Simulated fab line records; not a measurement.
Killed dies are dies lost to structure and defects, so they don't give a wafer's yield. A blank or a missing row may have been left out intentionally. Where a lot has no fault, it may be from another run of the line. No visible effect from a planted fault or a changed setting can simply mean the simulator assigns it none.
fab line records	flow n5_finfet
[record] lots = 9	wafers = 27	last_day = 18
route steps=1938 shown ILD0@335 SDB@358 HKMG_FIN@387 BEOL_M4@1111
lots that met no fault: taken from a fault-free run of the same line
start_h: start of the lot's first displayed wafer, in hours after the record's first day	wait_h: hours from the lot's prior step to this one	" unchanged from the row above	L1.1+2: a row that stands for several wafers	- value missing, or start not given	* or withheld: withheld	< > ~ a bound
route shown NAME@n: a module of which the file shows steps, and the number in the route of the first	usual: average and standard deviation across the fault-free wafers	same: alike in all rows	chamber/n: place in a boat	sites: per-site readings	_std_site: the standard deviation of these	_edge_site: inner sites' mean taken away from outer sites' mean	radius_mm: for every site, how far away it sits from the centre of the wafer	mask NAME#n: copy n	behind: the last tool/chamber to shape the wafer	hold: reason for holding the lot/hours on hold/outcome of the hold	device: the n, p or np transistor that did not switch	end of line: tests run on the same wafers once the route is complete	for a step that has no rows: nothing shown but its recipe	killed: count of dies lost to structure and defects at first sort (not the wafer's yield)	map: shows each die of a wafer: x if killed, . if not, _ if none is there
set.NAME: setting as actually run; set.NAME@STEP: the setting as run at that earlier step	model.NAME: the simulator's own value behind a step, which no gauge read
the route's steps for a sample of lots (tables are steps, rows are wafers)
services: the hour from which a tool's chamber was out of use, counted from the record's first day as start_h (under 0 if before that day), plus the number of hours and why
[[steps]]
[step N5_ILD0_LINER_00]
[recipe] material = SiNx	target_thk_a = 40	temp_c = 400	ald_precursor_family = SiH2I2	ald_co_reactant = N2/H2-plasma	pulse_time_s = 1	purge_time_s = 2	co_reactant_purge_time_s = 2	ald_cycles = 80	pressure_torr = 2
[usual] heater_power_outer_w = 532/64	heater_power_w = 855/88	precursor_pulse_height_rel = 1.000/0.019
lot.wafer	tool	chamber	start_h	wait_h	heater_power_outer_w	heater_power_w	precursor_pulse_height_rel
L628.2	ald_sin-04	3	59.93	0.0	666	1008	1.000
L628.5	"	0	"	"	425	756	1.023
L628.6	"	3	"	"	645	1009	1.028
L635.2	ald_sin-02	3	101.83	0.0	519	796	1.025
L635.5	"	1	"	"	483	806	0.984
L635.6	"	0	"	"	463	745	0.989
L637.1	ald_sin-01	2	114.89	0.0	602	1011	1.025
L637.3	"	3	"	"	537	835	1.045
L637.4	"	1	"	"	481	790	0.970
L639.1	ald_sin-01	2	127.38	0.0	584	991	0.956
L639.3	"	3	"	"	545	851	1.017
L639.6	"	3	"	"	543	866	0.960
L640.3	ald_sin-02	1	133.35	0.0	467	815	1.006
L640.4	"	3	"	"	523	831	1.013
L640.5	"	1	"	"	477	776	1.001
L642.1	ald_sin-02	2	145.22	0.0	502	798	1.003
L642.3	"	1	"	"	477	806	0.984
L642.6	"	0	"	"	464	742	0.999
L647.2	ald_sin-04	3	174.86	0.0	636	992	0.991
L647.4	"	2	"	"	601	937	1.011
L647.5	"	2	"	"	590	949	0.964
L650.2	ald_sin-01	0	194.44	0.0	514	843	1.002
L650.4	"	2	"	"	599	1005	0.990
L650.6	"	3	"	"	542	839	1.004
L651.4	ald_sin-01	0	199.40	0.0	487	843	0.988
L651.5	"	2	"	"	603	1003	0.995
L651.6	"	1	"	"	483	787	1.013
[step N5_ILD0_CMP_07]
[recipe] stop_on = poly-Si	material = SiO2_flowable	t_overpolish_s = 1.18	post_cmp_clean = alkaline_brush	down_force_psi = 4.1491	platen_rpm = 51.796	pad_velocity_m_s = 1.0306	target_thk_nm = 138.88
[usual] motor_current_A = 12.8/1.3
lot.wafer	tool	chamber	start_h	wait_h	motor_current_A
L628.2	cmp-03	0	62.65	0.1	11.3
L628.5	"	3	"	"	13.8
L628.6	"	0	"	"	11.5
L635.2	cmp-04	2	104.60	0.1	11.6
L635.5	"	0	"	"	11.6
L635.6	"	1	"	"	12.0
L637.4	cmp-03	0	117.94	0.0	11.1
L637.1	"	1	"	"	14.0
L637.3	"	3	"	"	13.6
L639.1	cmp-01	1	130.08	0.0	13.0
L639.3	"	2	"	"	12.6
L639.6	"	2	"	"	11.9
L640.3	cmp-03	3	136.13	0.1	13.9
L640.4	"	0	"	"	11.1
L640.5	"	1	"	"	13.9
L642.3	cmp-04	2	148.00	0.1	11.3
L642.1	"	3	"	"	15.8
L642.6	"	0	"	"	11.6
L647.4	cmp-03	1	177.60	0.1	13.8
L647.2	"	2	"	"	12.8
L647.5	"	1	"	"	14.0
L650.4	cmp-03	0	197.57	0.1	12.0
L650.2	"	1	"	"	13.0
L650.6	"	2	"	"	12.8
L651.4	cmp-04	1	202.56	0.1	12.6
L651.5	"	2	"	"	11.4
L651.6	"	3	"	"	16.3
[step N5_SDB_INSPECT_13]
[recipe] mode = adi	inspect_instrument = brightfield
[usual] raw_defect_count = 65/31
lot.wafer	tool	chamber	start_h	wait_h	raw_defect_count
L628.2	defect_inspect-01	-	67.18	0.0	116
L628.5	"	-	"	"	62
L628.6	"	-	"	"	88
L635.2	defect_inspect-01	-	108.47	0.0	48
L635.5	"	-	"	"	49
L635.6	"	-	"	"	92
L637.1	defect_inspect-02	-	122.01	0.0	39
L637.3	"	-	"	"	62
L637.4	"	-	"	"	30
L639.1	defect_inspect-01	-	134.16	0.0	66
L639.3	"	-	"	"	24
L639.6	"	-	"	"	34
L640.3	defect_inspect-02	-	140.00	0.0	61
L640.4	"	-	"	"	96
L640.5	"	-	"	"	56
L642.1	defect_inspect-02	-	151.88	0.0	33
L642.3	"	-	"	"	65
L642.6	"	-	"	"	43
L647.2	defect_inspect-02	-	181.64	0.0	38
L647.4	"	-	"	"	25
L647.5	"	-	"	"	66
L650.2	defect_inspect-02	-	201.44	0.0	64
L650.4	"	-	"	"	46
L650.6	"	-	"	"	50
L651.4	defect_inspect-02	-	206.58	0.0	24
L651.5	"	-	"	"	49
L651.6	"	-	"	"	53
[step N5_HKMG_FIN_HK_ANNEAL_02]
[recipe] temp_c = 700	time_s = 30	ambient = N2	idle_temp_c = 600	ramp_up_c_per_s = 150	ramp_down_c_per_s = 60	cool_to_c = 600
[usual] lamp_power_pct = 8.80/0.054	lamp_zone_1_pct = 8.795/0.011	lamp_zone_2_pct = 8.797/0.012	lamp_zone_3_pct = 8.797/0.011	lamp_zone_4_pct = 8.796/0.01	lamp_zone_5_pct = 8.798/0.011	lamp_zone_6_pct = 8.725/0.011	lamp_zone_7_pct = 9.193/0.0099	wafer_temp_C_max = 703.0/0.66
lot.wafer	tool	chamber	start_h	wait_h	lamp_power_pct	lamp_zone_1_pct	lamp_zone_2_pct	lamp_zone_3_pct	lamp_zone_4_pct	lamp_zone_5_pct	lamp_zone_6_pct	lamp_zone_7_pct	wafer_temp_C_max
L628.2	rtp_anneal-01	0	73.07	0.1	8.77	8.784	8.810	8.797	8.783	8.796	8.723	9.207	702.4
L628.5	"	0	"	"	8.79	8.793	8.824	8.793	8.811	8.795	8.716	9.188	703.0
L628.6	"	0	"	"	8.80	8.792	8.789	8.790	8.801	8.819	8.719	9.175	702.8
L635.2	rtp_anneal-01	0	113.65	0.2	8.78	8.788	8.796	8.778	8.817	8.795	8.725	9.207	703.5
L635.5	"	0	"	"	8.75	8.804	8.805	8.788	8.788	8.800	8.717	9.188	701.7
L635.6	"	0	"	"	8.70	8.783	8.795	8.792	8.799	8.798	8.730	9.187	701.9
L637.1	rtp_anneal-01	0	126.74	0.1	8.23	8.347	8.340	8.341	8.351	8.326	8.255	8.732	703.8
L637.3	"	0	"	"	8.34	8.349	8.330	8.354	8.359	8.344	8.281	8.738	702.2
L637.4	"	0	"	"	8.43	8.337	8.342	8.337	8.348	8.337	8.266	8.729	704.0
L639.1	rtp_anneal-01	0	139.49	0.2	8.36	8.328	8.367	8.339	8.337	8.314	8.297	8.709	703.7
L639.3	"	0	"	"	8.37	8.356	8.325	8.340	8.340	8.358	8.279	8.730	702.3
L639.6	"	0	"	"	8.42	8.358	8.363	8.333	8.361	8.342	8.269	8.702	703.6
L640.3	rtp_anneal-01	0	145.31	0.2	8.40	8.352	8.362	8.344	8.336	8.369	8.262	8.728	703.0
L640.4	"	0	"	"	8.43	8.333	8.365	8.325	8.351	8.344	8.290	8.717	702.6
L640.5	"	0	"	"	8.46	8.352	8.347	8.345	8.350	8.339	8.266	8.719	703.0
L642.1	rtp_anneal-02	0	156.60	0.1	8.78	8.814	8.791	8.806	8.783	8.805	8.725	9.203	703.2
L642.3	"	0	"	"	8.87	8.805	8.808	8.797	8.789	8.796	8.734	9.192	703.0
L642.6	"	0	"	"	8.70	8.788	8.785	8.787	8.799	8.791	8.749	9.192	702.9
L647.2	rtp_anneal-02	0	187.39	0.1	8.75	8.801	8.793	8.788	8.784	8.792	8.728	9.189	704.3
L647.4	"	0	"	"	8.88	8.781	8.815	8.792	8.789	8.787	8.735	9.189	702.5
L647.5	"	0	"	"	8.79	8.790	8.809	8.789	8.805	8.795	8.733	9.193	701.8
L650.2	rtp_anneal-02	0	206.17	0.1	8.80	8.794	8.789	8.808	8.798	8.795	8.732	9.189	702.9
L650.4	"	0	"	"	8.73	8.806	8.796	8.795	8.788	8.820	8.732	9.202	703.5
L650.6	"	0	"	"	8.84	8.787	8.795	8.794	8.790	8.792	8.715	9.193	703.1
L651.4	rtp_anneal-02	0	211.34	0.2	8.83	8.809	8.787	8.803	8.783	8.795	8.743	9.189	703.5
L651.5	"	0	"	"	8.77	8.781	8.814	8.778	8.802	8.805	8.718	9.202	704.2
L651.6	"	0	"	"	8.83	8.807	8.822	8.796	8.818	8.788	8.728	9.179	703.6
[step N5_BEOL_M4_RC_MEAS_101]
[usual] DIBL_N = 36.3/1.8	DIBL_P = 36.5/2.1	IOFF_N = 0.16/0.031	IOFF_P = 0.22/0.038	ION_N = 677/12	ION_P = 466/7.8	SS_N = 71.5/0.61	SS_P = 73.2/0.7	VT_N = 249/3	VT_P = -248.9/3
lot.wafer	tool	chamber	start_h	wait_h	DIBL_N[mV/V]	DIBL_P[mV/V]	IOFF_N[nA/um]	IOFF_P[nA/um]	ION_N[uA/um]	ION_P[uA/um]	SS_N[mV/dec]	SS_P[mV/dec]	VT_N[mV]	VT_P[mV]
L628.2	prober-02	0	187.03	1.1	34.6	35.1	0.14	0.22	676	472	71.2	73.5	251	-245.7
L628.5	"	0	"	"	36.4	37.0	0.17	0.24	682	474	70.5	73.3	246	-246.0
L628.6	"	0	"	"	34.8	34.2	0.13	0.21	662	464	71.4	72.3	252	-249.5
L635.2	prober-02	0	217.02	0.2	35.5	37.0	0.17	0.27	689	478	71.1	73.5	246	-243.1
L635.5	"	0	"	"	34.6	35.8	0.15	0.24	687	480	71.0	72.2	249	-246.4
L635.6	"	0	"	"	39.3	42.0	0.28	0.38	708	488	72.2	73.6	238	-240.6
L637.1	prober-02	0	234.31	0.0	34.1	34.5	0.14	0.21	660	459	71.6	74.0	252	-248.3
L637.3	"	0	"	"	34.1	34.8	0.14	0.20	676	472	71.1	73.4	250	-247.0
L637.4	"	0	"	"	34.5	35.6	0.13	0.21	662	460	72.2	73.0	253	-247.8
L639.1	prober-02	0	248.72	0.0	35.4	34.4	0.14	0.20	664	459	70.8	72.7	252	-248.2
L639.3	"	0	"	"	35.0	34.3	0.14	0.20	675	465	70.6	73.3	251	-248.8
L639.6	"	0	"	"	36.7	36.3	0.18	0.25	675	462	71.5	73.8	249	-245.6
L640.3	prober-01	0	249.30	0.3	37.8	38.3	0.16	0.25	681	468	71.8	73.0	249	-247.0
L640.4	"	0	"	"	34.2	33.1	0.11	0.17	655	455	70.1	71.7	257	-253.9
L640.5	"	0	"	"	35.3	34.7	0.12	0.20	669	464	70.9	72.9	254	-249.6
L642.1	prober-02	0	267.05	0.0	36.2	36.2	0.15	0.23	666	464	71.3	73.1	252	-248.3
L642.3	"	0	"	"	35.5	36.1	0.15	0.22	679	474	71.7	73.5	247	-250.4
L642.6	"	0	"	"	39.4	40.5	0.21	0.32	687	479	71.9	73.8	244	-243.2
L647.2	prober-01	0	284.47	0.2	38.0	37.9	0.18	0.22	666	456	71.7	74.5	249	-250.5
L647.4	"	0	"	"	38.1	39.2	0.18	0.24	680	475	72.4	73.8	248	-251.5
L647.5	"	0	"	"	37.2	37.7	0.17	0.21	685	466	71.8	73.5	246	-250.0
L651.4	prober-01	0	313.39	0.5	34.1	35.5	0.14	0.20	680	469	71.8	72.6	250	-250.0
L651.5	"	0	"	"	34.1	34.8	0.14	0.19	661	457	71.4	72.4	249	-249.1
L651.6	"	0	"	"	38.3	40.8	0.23	0.31	698	477	71.7	73.5	245	-246.5
L650.2	prober-01	0	316.46	0.2	36.1	36.8	0.17	0.23	682	469	71.8	73.2	248	-249.1
L650.4	"	0	"	"	36.2	36.5	0.16	0.23	682	475	71.7	72.9	248	-246.7
L650.6	"	0	"	"	36.2	37.3	0.16	0.25	683	467	71.4	73.1	249	-244.5
[[services]]
tool	chamber	start_h	hours	kind
cmp-01	-	38.08	10.3	pm
cmp-03	-	40.15	2.3	repair
ald_sin-01	2	47.66	1.4	repair
ald_sin-02	-	50.91	14.6	pm
ald_sin-01	1	62.26	4.0	repair
cmp-01	-	63.89	11.1	repair
cmp-03	-	74.08	5.6	pm
cmp-01	-	75.45	0.9	repair
cmp-01	-	84.11	1.6	repair
ald_sin-02	-	85.25	14.0	pm
ald_sin-02	0	85.25	14.0	vent_cycle
ald_sin-02	1	85.25	14.0	vent_cycle
ald_sin-02	2	85.25	14.0	vent_cycle
ald_sin-02	3	85.25	14.0	vent_cycle
cmp-04	-	86.56	0.5	repair
cmp-01	-	89.03	4.0	pm
cmp-04	-	92.34	4.0	pm
cmp-03	-	109.62	1.0	repair
ald_sin-02	-	122.50	0.9	repair
cmp-04	-	159.07	7.2	repair
cmp-01	-	168.40	1.6	repair
cmp-04	-	175.55	10.8	pm
cmp-04	-	194.07	0.7	repair
cmp-04	-	208.17	5.1	repair
[[key]]
[first_sign] step = N5_HKMG_FIN_HK_ANNEAL_02	reading = lamp_zone_7_pct	direction = down	sigmas = 48	usual = *	struck = *
[effect] step = N5_HKMG_FIN_HK_ANNEAL_02	reading = lamp_zone_4_pct	direction = down	sigmas = 44	usual = *	struck = *
met_at N5_HKMG_FIN_HK_ANNEAL_02
struck_lots L637,L639,L640
not_acting_at N5_ILD0_LINER_00,N5_ILD0_CMP_07,N5_SDB_INSPECT_13
onset_between 113.65 126.74
[fault] kind = process_parameter_drift	tool = rtp_anneal-01	chamber = -	onset_h = 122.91	steps = N5_HKMG_FIN_HK_ANNEAL_02	channel = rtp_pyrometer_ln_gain	offset = 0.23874	shape = step	end_h = 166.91
